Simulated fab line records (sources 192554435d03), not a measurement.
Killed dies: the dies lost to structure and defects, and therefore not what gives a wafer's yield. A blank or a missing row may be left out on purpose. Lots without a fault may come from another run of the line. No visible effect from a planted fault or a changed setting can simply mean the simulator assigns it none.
fab line records ; flow n5Finfet
[record] lots = 8; wafers = 24; lastDay = 17
route steps=1938 shown ZERO_LAYER@4 PMOS_HMC_CHANNEL_EPI@71 BEOL_M4@1111 PASSIVATION@1936
lots that met no fault: taken from a fault-free run of the same line
startH: hours from the record's first day to the start of the lot's first wafer shown ; waitH: time in hours since the lot's previous step ; " same as the row above ; L1.1+2: one row covering several wafers at once ; - no value present, or no start provided ; * or withheld: withheld ; < > ~ a bound
route shown NAME@n: names a module that has steps shown in the file, with the first one's number in the route ; usual: mean and standard deviation over wafers with no fault ; same: alike in all rows ; chamber/n: place in a boat ; sites: per-site readings ; _std_site: standard deviation of those values ; _edge_site: inner sites' mean taken away from outer sites' mean ; radiusMm: how far each site lies from the wafer's centre ; mask NAME#n: copy n ; behind: the last tool/chamber to shape the wafer ; hold: the reason the lot was held/the length of the hold in hours/how it ended ; device: the transistor (n, p or np) that didn't switch ; end of line: tests of these same wafers at the route's end ; where a step has no rows: the recipe by itself ; killed: not the wafer's yield, but the dies lost to structure and defects at the first sort ; map: per-die view of a wafer (x killed, . not killed, _ where there is no die)
set.NAME: the run value of the setting; set.NAME@STEP: its run value at that earlier step ; model.NAME: the simulator's own value behind a step, which no gauge read
one table for each step of the route and one row for each wafer, over a sample of lots
services: when a tool's chamber went out of use (startH, in hours from the record's first day, below 0 if earlier), for how many hours, and the reason
[[steps]]
[step N5_ZERO_LAYER_PECVD_02]
[recipe] material = SiO2; targetThkA = 100; tempC = 400; precursor = SiH4/N2O; pressureTorr = 0.75; rfW = 275; timeS = 6
[usual] heaterPowerW = 706/84; rfFwdPowerW = 272.8/1.1; showerheadPlenumPTorr = 8.10/0.082
lot.wafer;tool;chamber;startH;waitH;heaterPowerW;rfFwdPowerW;showerheadPlenumPTorr
L184.1;pecvd-04;0;12.28;0.0;780;273.6;8.09
L184.3;pecvd-04;2;12.28;0.0;680;270.0;8.20
L184.5;pecvd-04;0;12.28;0.0;785;272.2;8.06
L193.1;pecvd-03;0;66.29;0.0;768;273.9;8.11
L193.3;pecvd-03;2;66.29;0.0;822;272.9;7.97
L193.5;pecvd-03;1;66.29;0.0;646;273.3;8.08
L195.2;pecvd-04;1;78.28;0.0;715;273.9;8.06
L195.4;pecvd-04;2;78.28;0.0;612;271.7;8.22
L195.5;pecvd-04;0;78.28;0.0;707;273.7;8.05
L203.1;pecvd-04;2;126.28;0.0;717;270.3;8.20
L203.2;pecvd-04;0;126.28;0.0;753;273.9;8.09
L203.5;pecvd-04;1;126.28;0.0;722;274.1;8.09
L204.2;pecvd-01;0;132.28;0.0;601;273.0;8.20
L204.3;pecvd-01;2;132.28;0.0;566;273.1;8.29
L204.5;pecvd-01;1;132.28;0.0;604;273.8;8.12
L205.2;pecvd-03;1;138.29;0.0;680;271.6;8.08
L205.4;pecvd-03;2;138.29;0.0;799;272.9;7.98
L205.6;pecvd-03;1;138.29;0.0;678;271.9;8.09
L206.1;pecvd-01;0;144.30;0.0;621;272.4;8.18
L206.2;pecvd-01;1;144.30;0.0;619;273.6;8.13
L206.6;pecvd-01;2;144.30;0.0;581;274.9;8.27
L207.1;pecvd-04;1;150.30;0.0;673;272.6;8.05
L207.2;pecvd-04;2;150.30;0.0;720;271.1;8.20
L207.4;pecvd-04;0;150.30;0.0;850;272.8;8.08
[step N5_ZERO_LAYER_ETCH_17]
[recipe] chemistry = CF4; target = SiO2; targetDepthA = 120; timeS = 13.3; ionEnergyEv = 350; pressureMtorr = 40; sourceW = 450; biasW = 215; Ar_flow_sccm = 100; cf4FlowSccm = 100
[usual] biasW = 215.1/0.63; cf4FlowSccm = 100.0/0.3; drypumpMotorCurrentA = 5.7/0.57; oesProductAu = 0.78/0.073; rfFwdPowerW = 446.5/1.8; rfVppV = 948/4.7; showerheadPlenumPTorr = 2.14/0.072; throttleValvePct = 15.68/0.23
lot.wafer;tool;chamber;startH;waitH;biasW;cf4FlowSccm;drypumpMotorCurrentA;oesProductAu;rfFwdPowerW;rfHoursCounterH;rfVppV;showerheadPlenumPTorr;throttleValvePct
L184.1;rieDiel-02;0;12.86;0.0;214.6;99.6;5.1;0.71;448.9;220;942;2.04;16.20
L184.3;rieDiel-02;3;12.86;0.0;215.4;100.0;6.6;0.71;446.9;208;954;2.20;15.68
L184.5;rieDiel-02;3;12.86;0.0;215.8;100.0;6.6;0.71;448.2;-;952;2.20;15.65
L193.1;rieDiel-02;1;66.91;0.0;214.7;100.0;5.5;0.78;447.6;122;955;2.23;15.63
L193.3;rieDiel-02;3;66.91;0.0;215.7;99.7;6.6;0.69;448.7;226;953;2.20;15.69
L193.5;rieDiel-02;2;66.91;0.0;215.6;99.6;5.1;0.83;446.5;-;946;2.09;15.45
L195.2;rieDiel-02;0;78.72;0.0;214.6;100.3;5.1;0.70;447.6;240;942;2.03;16.24
L195.4;rieDiel-02;1;78.72;0.0;215.0;100.0;5.5;0.78;448.4;125;954;2.23;15.64
L195.5;rieDiel-02;1;78.72;0.0;216.6;100.2;5.6;0.77;445.0;-;956;2.23;15.64
L203.1;rieDiel-05;2;126.72;0.0;215.6;100.1;5.4;0.76;448.2;159;948;2.14;15.96
L203.2;rieDiel-05;3;126.72;0.0;214.6;99.7;5.7;0.68;447.8;235;941;2.04;15.95
L203.5;rieDiel-05;3;126.72;0.0;214.7;99.3;5.7;0.68;446.0;-;942;2.04;15.95
L204.2;rieDiel-02;3;132.84;0.0;-;-;-;-;-;-;-;-;-
L204.3;rieDiel-02;2;132.84;0.0;-;-;-;-;-;-;-;-;-
L204.5;rieDiel-02;1;132.84;0.0;-;-;-;-;-;-;-;-;-
L205.2;rieDiel-05;2;139.06;0.0;-;-;-;-;-;-;-;-;-
L205.4;rieDiel-05;1;139.06;0.0;-;-;-;-;-;-;-;-;-
L205.6;rieDiel-05;2;139.06;0.0;-;-;-;-;-;-;-;-;-
L206.1;rieDiel-02;0;145.10;0.0;214.5;100.3;5.1;0.98;446.9;3;956;2.28;15.79
L206.2;rieDiel-02;2;145.10;0.0;214.3;99.9;5.1;0.81;443.6;79;946;2.08;15.50
L206.6;rieDiel-02;1;145.10;0.0;215.1;100.6;5.5;0.76;447.1;-;955;2.22;15.69
L207.1;rieDiel-02;0;150.86;0.0;215.1;99.9;5.1;0.97;447.7;4;957;2.28;15.75
L207.2;rieDiel-02;1;150.86;0.0;215.3;100.2;5.5;0.75;447.8;150;954;2.22;15.69
L207.4;rieDiel-02;0;150.86;0.0;215.5;100.3;5.1;0.96;449.7;-;957;2.28;15.77
[step N5_ZERO_LAYER_STRIP_24]
[recipe] chemistry = O2; powerW = 1000; tempC = 250; overashFraction = 0.3; pressureMtorr = 1000; o2FlowSccm = 6750
[usual] drypumpMotorCurrentA = 5.83/0.036; heaterPowerW = 343/35; oesProductAu = 0.647/0.0045; stripTimeToEndpointS = 43.87/0.084
lot.wafer;tool;chamber;startH;waitH;drypumpMotorCurrentA;heaterPowerW;oesProductAu;rfHoursCounterH;stripTimeToEndpointS
L184.1;plasmaAsher-01;0;13.04;0.1;5.83;352;0.645;74;43.88
L184.3;plasmaAsher-01;0;13.04;0.1;5.85;364;0.648;-;43.82
L184.5;plasmaAsher-01;0;13.04;0.1;5.83;361;0.647;-;43.90
L193.1;plasmaAsher-02;0;67.08;0.1;5.89;413;0.638;36;43.93
L193.3;plasmaAsher-02;0;67.08;0.1;5.88;407;0.655;-;43.87
L193.5;plasmaAsher-02;0;67.08;0.1;5.93;405;0.644;-;43.95
L195.2;plasmaAsher-01;0;78.89;0.1;5.85;363;0.649;86;43.79
L195.4;plasmaAsher-01;0;78.89;0.1;5.85;360;0.651;-;43.75
L195.5;plasmaAsher-01;0;78.89;0.1;5.82;364;0.651;-;43.87
L203.1;plasmaAsher-02;0;126.90;0.1;5.90;415;0.643;45;43.90
L203.2;plasmaAsher-02;1;126.90;0.1;5.79;328;0.645;45;43.86
L203.5;plasmaAsher-02;1;126.90;0.1;5.75;329;0.646;-;43.84
L204.2;plasmaAsher-01;1;133.02;0.1;5.77;308;0.640;96;44.18
L204.3;plasmaAsher-01;1;133.02;0.1;5.80;306;0.645;-;44.25
L204.5;plasmaAsher-01;0;133.02;0.1;5.84;356;0.650;-;44.07
L205.2;plasmaAsher-01;0;139.24;0.1;5.84;357;0.656;98;44.03
L205.4;plasmaAsher-01;0;139.24;0.1;5.83;370;0.647;-;44.24
L205.6;plasmaAsher-01;0;139.24;0.1;5.84;360;0.651;-;44.20
L206.1;plasmaAsher-01;1;145.28;0.1;5.87;304;0.648;99;43.94
L206.2;plasmaAsher-01;0;145.28;0.1;5.86;354;0.642;99;43.84
L206.6;plasmaAsher-01;0;145.28;0.1;5.85;362;0.646;-;43.85
L207.1;plasmaAsher-01;1;151.03;0.1;5.84;304;0.646;100;43.84
L207.2;plasmaAsher-01;0;151.03;0.1;5.83;365;0.652;100;43.88
L207.4;plasmaAsher-01;0;151.03;0.1;5.85;354;0.650;-;44.00
[step N5_PMOS_HMC_CHANNEL_EPI_STRIP_33]
[recipe] chemistry = N2/H2; powerW = 500; tempC = 40; pressureMtorr = 50; rfFrequencyHz = 6e+07; overashFraction = 0.3; biasPowerW = 8; h2Frac = 0.5; n2FlowSccm = 300; h2FlowSccm = 300
[usual] drypumpMotorCurrentA = 5.7/0.51; oesProductAu = 0.76/0.068; rfVppV = 54.2/1.6; showerheadPlenumPTorr = 3.36/0.12; throttleValvePct = 19.1/0.39
lot.wafer;tool;chamber;startH;waitH;drypumpMotorCurrentA;oesProductAu;rfHoursCounterH;rfVppV;showerheadPlenumPTorr;throttleValvePct
L184.1;rieDiel-05;1;17.22;0.0;5.8;0.79;130;52.9;3.51;19.5
L184.3;rieDiel-05;3;17.22;0.0;5.8;0.70;204;51.4;3.19;19.4
L184.5;rieDiel-05;1;17.22;0.0;5.9;0.79;-;55.3;3.51;19.5
L193.1;rieDiel-06;1;72.92;0.0;5.5;0.75;150;52.2;3.23;19.1
L193.3;rieDiel-06;3;72.92;0.0;6.6;0.87;48;53.4;3.29;18.6
L193.5;rieDiel-06;1;72.92;0.0;5.5;0.76;-;54.1;3.23;19.1
L195.2;rieDiel-02;3;84.43;0.0;6.6;0.68;230;54.4;3.44;18.7
L195.4;rieDiel-02;2;84.43;0.0;5.1;0.85;60;50.5;3.28;18.5
L195.5;rieDiel-02;0;84.43;0.0;5.1;0.70;-;52.7;3.18;19.5
L203.1;rieDiel-02;3;131.96;0.0;6.6;0.67;245;54.0;3.44;18.8
L203.2;rieDiel-02;2;131.96;0.0;5.1;0.82;73;54.8;3.27;18.5
L203.5;rieDiel-02;1;131.96;0.0;5.6;0.77;-;55.6;3.51;19.4
L206.1;rieDiel-02;0;149.85;0.0;5.1;0.97;4;55.3;3.58;19.0
L206.2;rieDiel-02;1;149.85;0.0;5.6;0.75;149;54.6;3.50;19.5
L206.6;rieDiel-02;1;149.85;0.0;5.5;0.75;-;54.3;3.50;19.4
L207.1;rieDiel-05;1;155.44;0.0;5.9;0.74;170;56.2;3.49;19.5
L207.2;rieDiel-05;3;155.44;0.0;5.7;0.68;245;52.1;3.17;19.5
L207.4;rieDiel-05;0;155.44;0.0;5.6;0.69;249;54.1;3.31;19.2
[step N5_PMOS_HMC_CHANNEL_EPI_FIN_RECESS_16]
[recipe] chemistry = HBr/Cl2; target = Si; maskMaterial = SiO2; targetDepthA = 540; timeS = 18; pressureMtorr = 10; icpW = 800; biasW = 75; HBr_flow_sccm = 150; Cl2_flow_sccm = 80
[usual] HBr_flow_sccm = 150.0/0.46; drypumpMotorCurrentA = 5.8/0.33; oesProductAu = 0.996/0.02; rfFwdPowerW = 794.7/2.8; throttleValvePct = 35.53/0.17
lot.wafer;tool;chamber;startH;waitH;HBr_flow_sccm;drypumpMotorCurrentA;oesProductAu;rfFwdPowerW;rfHoursCounterH;throttleValvePct
L184.1;rieSi-05;0;17.55;0.0;149.9;6.0;0.990;793.7;124;35.61
L184.3;rieSi-05;3;17.55;0.0;150.8;5.7;0.988;795.8;186;35.40
L184.5;rieSi-05;3;17.55;0.0;150.4;5.7;0.987;795.4;-;35.42
L193.1;rieSi-05;1;73.24;0.0;149.8;5.3;1.020;788.1;149;35.40
L193.3;rieSi-05;0;73.24;0.0;150.2;6.0;0.984;791.2;125;35.59
L193.5;rieSi-05;1;73.24;0.0;150.0;5.3;1.028;791.6;-;35.37
L195.2;rieSi-01;1;84.75;0.0;150.1;6.2;1.007;794.9;178;35.49
L195.4;rieSi-01;3;84.75;0.0;150.4;6.0;0.964;792.5;100;35.31
L195.5;rieSi-01;1;84.75;0.0;150.2;6.3;0.996;796.3;-;35.50
L203.1;rieSi-04;1;132.28;0.0;149.9;6.2;1.005;792.7;83;35.88
L203.2;rieSi-04;2;132.28;0.0;149.6;5.3;1.011;793.9;156;35.56
L203.5;rieSi-04;2;132.28;0.0;149.4;5.4;1.008;795.6;-;35.55
L206.1;rieSi-04;2;150.18;0.0;149.8;5.4;1.009;794.1;157;35.54
L206.2;rieSi-04;1;150.18;0.0;150.3;6.2;1.009;792.9;83;35.88
L206.6;rieSi-04;3;150.18;0.0;150.1;6.0;0.978;793.1;-;35.73
L207.1;rieSi-01;0;155.79;0.0;150.8;6.0;0.977;795.2;54;35.46
L207.2;rieSi-01;1;155.79;0.0;149.4;6.2;0.991;793.9;180;35.51
L207.4;rieSi-01;2;155.79;0.0;149.8;5.5;0.971;795.3;160;35.81
[step N5_BEOL_M4_RC_MEAS_101]
[usual] DIBL_N = 36.3/1.2; DIBL_P = 36.7/1.5; IOFF_N = 0.164/0.02; IOFF_P = 0.214/0.024; ION_N = 673/8.5; ION_P = 461/5.9; SS_N = 71.6/0.44; SS_P = 73.3/0.55; VT_N = 249.4/2.4; VT_P = -250.0/2.3
lot.wafer;tool;chamber;startH;waitH;DIBL_N[mV/V];DIBL_P[mV/V];IOFF_N[nA/um];IOFF_P[nA/um];ION_N[uA/um];ION_P[uA/um];SS_N[mV/dec];SS_P[mV/dec];VT_N[mV];VT_P[mV]
L184.1;prober-01;0;158.09;0.0;36.3;35.8;0.162;0.194;674;458;71.9;73.4;249.4;-251.8
L184.3;prober-01;0;158.09;0.0;35.6;34.9;0.149;0.182;654;449;71.7;73.3;250.6;-255.3
L184.5;prober-01;0;158.09;0.0;36.4;35.2;0.160;0.188;655;453;71.4;74.0;249.2;-251.0
L193.1;prober-01;0;232.24;0.0;36.3;37.8;0.171;0.235;689;472;71.7;73.8;245.1;-249.2
L193.3;prober-01;0;232.24;0.0;36.8;38.2;0.169;0.243;678;466;71.7;72.6;248.6;-249.1
L193.5;prober-01;0;232.24;0.0;36.5;37.6;0.159;0.227;676;464;71.7;73.7;250.6;-249.4
L195.2;prober-02;0;233.36;0.2;38.5;39.1;0.217;0.266;692;470;72.3;74.8;247.0;-248.6
L195.4;prober-02;0;233.36;0.2;36.8;37.5;0.172;0.242;673;459;72.2;74.5;250.8;-247.8
L195.5;prober-02;0;233.36;0.2;35.9;35.4;0.151;0.201;667;456;71.6;73.4;251.7;-251.3
L203.1;prober-01;0;286.48;0.0;36.5;36.7;0.186;0.219;677;459;71.7;73.8;248.8;-249.0
L203.2;prober-01;0;286.48;0.0;35.7;35.6;0.168;0.209;691;464;71.4;73.6;247.4;-251.4
L203.5;prober-01;0;286.48;0.0;34.4;34.3;0.150;0.187;681;463;71.3;73.1;251.1;-252.3
L206.1;prober-02;0;302.79;0.0;38.4;38.8;0.186;0.236;677;466;71.4;73.5;249.3;-249.4
L206.2;prober-02;0;302.79;0.0;39.1;39.1;0.205;0.240;685;467;72.2;73.5;246.7;-248.1
L206.6;prober-02;0;302.79;0.0;37.7;37.5;0.175;0.207;684;463;71.6;72.5;248.6;-252.9
L207.1;prober-02;0;307.18;0.0;36.3;38.1;0.159;0.214;680;465;71.2;73.8;251.0;-251.5
L207.2;prober-02;0;307.18;0.0;36.1;38.3;0.160;0.214;672;465;71.2;73.3;251.5;-250.7
L207.4;prober-02;0;307.18;0.0;38.6;40.1;0.200;0.258;682;469;72.3;74.7;247.2;-249.7
[step N5_PASSIVATION_PROBE_49]
[usual] defectLimitedYield = 91.2/1.5; killed_at_M0_to_M3 = 35/11; killed_at_M4_up = 13/5.6; killedAtContacts = 13/6.3; killedAtFrontEnd = 38/12; killedAtOther = 3.7/2.9; killedDies = 104/18; killedOnRim = 14/3.8; killedOpen = 69/13; killedShort = 34/8.3; sort_bin_5_function = 5.2/0.95; sort_bin_6_memory = 3.3/0.68; sortNPass = 1076/18; sortYieldPct = 91.2/1.5
[same] grossDies = 1180; killedAtBackSide = 0; sort_bin_4_leakage[%] = 0; sort_bin_8_speed[%] = 0
lot.wafer;tool;chamber;startH;waitH;defectLimitedYield[%];killed_at_M0_to_M3;killed_at_M4_up;killedAtContacts;killedAtFrontEnd;killedAtOther;killedDies;killedOnRim;killedOpen;killedShort;sort_bin_5_function[%];sort_bin_6_memory[%];sortNPass;sortYieldPct[%]
L193.1;prober-01;-;338.14;0.2;91.7;32;12;11;43;0;98;12;68;30;4.7;3.4;1082;91.7
L193.3;prober-01;-;338.24;0.3;90.9;53;1;10;41;2;107;14;79;27;5.2;3.7;1073;90.9
L193.5;prober-01;-;338.34;0.4;92.0;33;4;9;46;2;94;11;56;37;4.1;3.6;1086;92.0
L195.2;prober-01;-;341.59;0.1;91.9;11;19;5;60;0;95;10;63;32;5.1;2.8;1085;91.9
L195.4;prober-01;-;341.69;0.2;91.1;25;17;10;46;7;105;13;65;39;5.8;2.8;1075;91.1
L195.5;prober-01;-;341.74;0.2;90.7;24;12;14;60;0;110;12;83;26;5.8;3.5;1070;90.7
L204.2;prober-02;-;397.98;0.6;0;45;9;15;1110;1;1180;152;74;60;96.0;3.5;0;0
L204.3;prober-02;-;398.03;0.7;0;33;7;11;1129;0;1180;152;69;43;95.6;3.8;0;0
L204.5;prober-02;-;398.13;0.8;0;31;11;12;1123;3;1180;152;63;36;97.2;2.5;0;0
L205.2;prober-01;-;409.89;0.1;0;46;11;18;1103;2;1180;152;90;32;95.8;3.6;0;0
L205.4;prober-01;-;409.99;0.2;0;37;12;13;1112;6;1180;152;68;33;96.7;3.2;0;0
L205.6;prober-01;-;410.09;0.3;0;25;14;14;1125;2;1180;152;66;30;96.4;3.0;0;0
// killed by level:class
L193.1 STI_FIN_REVEAL:geometricParticle:open=10 MOL_CONTACT_COAG:geometricParticle:open=10 BEOL_M1:geometricParticle:open=9 GATE_CUT:geometricParticle:open=8 GATE_CUT:geometricParticle:short=7 BEOL_M2:geometricParticle:open=7 BEOL_M0_SAQP:geometricParticle:short=6 BEOL_M7:geometricParticle:open=4
L193.3 STI_FIN_REVEAL:geometricParticle:open=16 BEOL_M0_SAQP:geometricParticle:open=13 BEOL_M2:geometricParticle:open=12 BEOL_M0_SAQP:geometricParticle:short=9 BEOL_M1:geometricParticle:open=8 FIN_SAQP:geometricParticle:open=7 MOL_CONTACT_COAG:geometricParticle:open=6 BEOL_M3:geometricParticle:open=6
L193.5 STI_FIN_REVEAL:geometricParticle:open=10 FIN_SAQP:geometricParticle:open=9 FIN_SAQP:geometricParticle:short=9 BEOL_M2:geometricParticle:open=8 STI_FIN_REVEAL:geometricParticle:short=5 BEOL_M0:geometricParticle:open=5 MOL_CONTACT_COAG:geometricParticle:open=5 BEOL_M1:geometricParticle:open=5
L195.2 STI_FIN_REVEAL:geometricParticle:open=19 FIN_SAQP:geometricParticle:open=16 BEOL_M4:geometricParticle:open=8 FIN_SAQP:geometricParticle:short=8 BEOL_M0_SAQP:geometricParticle:short=4 BEOL_M8:geometricParticle:short=3 MOL_CONTACT_COAG:geometricParticle:short=3 BEOL_M8:geometricParticle:open=3
L195.4 FIN_SAQP:geometricParticle:short=12 BEOL_M0_SAQP:geometricParticle:open=10 FIN_SAQP:geometricParticle:open=8 MOL_CONTACT_COAG:geometricParticle:open=8 BEOL_M0_SAQP:geometricParticle:short=7 BEOL_M4:geometricParticle:open=7 GATE_CUT:geometricParticle:short=6 GATE_CUT:geometricParticle:open=5
L195.5 FIN_SAQP:geometricParticle:open=22 STI_FIN_REVEAL:geometricParticle:open=14 MOL_CONTACT_COAG:geometricParticle:open=11 BEOL_M1:geometricParticle:open=9 FIN_SAQP:geometricParticle:short=6 BEOL_M7:geometricParticle:open=5 BEOL_M3:geometricParticle:open=5 DUMMY_GATE:geometricParticle:open=4
L204.2 ZERO_LAYER:areaEtch=1046 FIN_SAQP:geometricParticle:short=18 FIN_SAQP:geometricParticle:open=15 BEOL_M0_SAQP:geometricParticle:short=13 STI_FIN_REVEAL:geometricParticle:open=12 MOL_CONTACT_COAG:geometricParticle:open=12 BEOL_M0_SAQP:geometricParticle:open=11 BEOL_M0:geometricParticle:short=8
L204.3 ZERO_LAYER:areaEtch=1067 FIN_SAQP:geometricParticle:short=20 FIN_SAQP:geometricParticle:open=18 STI_FIN_REVEAL:geometricParticle:open=14 BEOL_M0_SAQP:geometricParticle:short=12 MOL_CONTACT_COAG:geometricParticle:open=9 BEOL_M0_SAQP:geometricParticle:open=9 BEOL_M3:geometricParticle:open=4
L204.5 ZERO_LAYER:areaEtch=1081 STI_FIN_REVEAL:geometricParticle:open=13 MOL_CONTACT_COAG:geometricParticle:open=12 BEOL_M0_SAQP:geometricParticle:short=9 FIN_SAQP:geometricParticle:short=7 BEOL_M0_SAQP:geometricParticle:open=7 BEOL_M4:geometricParticle:open=6 BEOL_M2:geometricParticle:open=5
L205.2 ZERO_LAYER:areaEtch=1054 MOL_CONTACT_COAG:geometricParticle:open=14 FIN_SAQP:geometricParticle:open=11 BEOL_M0_SAQP:geometricParticle:open=11 STI_FIN_REVEAL:geometricParticle:open=10 BEOL_M0:geometricParticle:open=7 BEOL_M2:geometricParticle:open=7 BEOL_M0_SAQP:geometricParticle:short=6
L205.4 ZERO_LAYER:areaEtch=1075 MOL_CONTACT_COAG:geometricParticle:open=12 FIN_SAQP:geometricParticle:open=9 BEOL_M0_SAQP:geometricParticle:open=9 FIN_SAQP:geometricParticle:short=8 BEOL_M3:geometricParticle:open=6 BEOL_M0_SAQP:geometricParticle:short=5 BEOL_M1:geometricParticle:open=5
L205.6 ZERO_LAYER:areaEtch=1082 FIN_SAQP:geometricParticle:open=11 FIN_SAQP:geometricParticle:short=9 MOL_CONTACT_COAG:geometricParticle:open=9 STI_FIN_REVEAL:geometricParticle:open=8 BEOL_M1:geometricParticle:open=7 BEOL_M3:geometricParticle:open=6 GATE_CUT:geometricParticle:short=5
[[services]]
tool;chamber;startH;hours;kind
rieDiel-06;0;10.41;8.6;repair
rieSi-04;-;22.38;0.3;repair
pecvd-03;1;24.03;6.8;repair
rieDiel-05;1;25.52;5.6;repair
pecvd-03;-;27.97;0.9;repair
rieDiel-06;3;28.31;5.2;repair
rieDiel-05;1;35.94;9.7;repair
rieDiel-06;2;40.57;3.8;repair
rieSi-01;0;42.16;4.2;repair
rieSi-01;3;51.92;8.0;repair
pecvd-04;-;56.13;2.8;pm
rieDiel-02;1;79.45;2.7;repair
rieDiel-05;3;87.43;14.2;repair
rieDiel-02;0;89.49;2.7;repair
pecvd-04;-;112.14;0.4;repair
rieDiel-06;1;113.05;1.8;repair
rieDiel-02;2;113.09;5.5;repair
rieDiel-02;3;114.85;2.7;repair
rieDiel-02;0;118.74;-;clean
rieDiel-02;0;118.74;-;consumableReplace:focusRing
rieDiel-02;0;118.74;-;consumableReplace:showerhead
rieDiel-02;0;118.74;18.6;scheduledDown
rieDiel-05;0;134.07;5.7;repair
pecvd-04;-;140.80;0.6;repair
[[key]]
[firstSign] step = N5_ZERO_LAYER_ETCH_17; reading = toolRecord; direction = missing
[effect] step = N5_ZERO_LAYER_STRIP_24; reading = stripTimeToEndpointS; direction = up; sigmas = 3.5; usual = *; struck = *
[effect] step = N5_PASSIVATION_PROBE_49; reading = sort_bin_5_function; direction = up; sigmas = 96; usual = 5.2; struck = 96.3
[moreKillsBornAt] N5_ZERO_LAYER_ETCH_17@rieDiel-05 = 3211; N5_ZERO_LAYER_ETCH_17@rieDiel-02 = 3194
metAt N5_ZERO_LAYER_ETCH_17
struckLots L204,L205
laterRowsLeftOut L204.2,L204.3,L204.5,L205.2,L205.4,L205.6
notActingAt N5_ZERO_LAYER_PECVD_02,N5_PMOS_HMC_CHANNEL_EPI_STRIP_33,N5_PMOS_HMC_CHANNEL_EPI_FIN_RECESS_16
onsetBetween 126.72 132.84
[fault] kind = skippedStepWhole; tool = rieDiel-02,rieDiel-05; chamber = -; onsetH = 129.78; steps = N5_ZERO_LAYER_ETCH_17; scope = struckLotsOnly
// laterRowsLeftOut: the simulator's readings of these wafers behind a module that went badly wrong aren't trusted and aren't shown, but for the sort
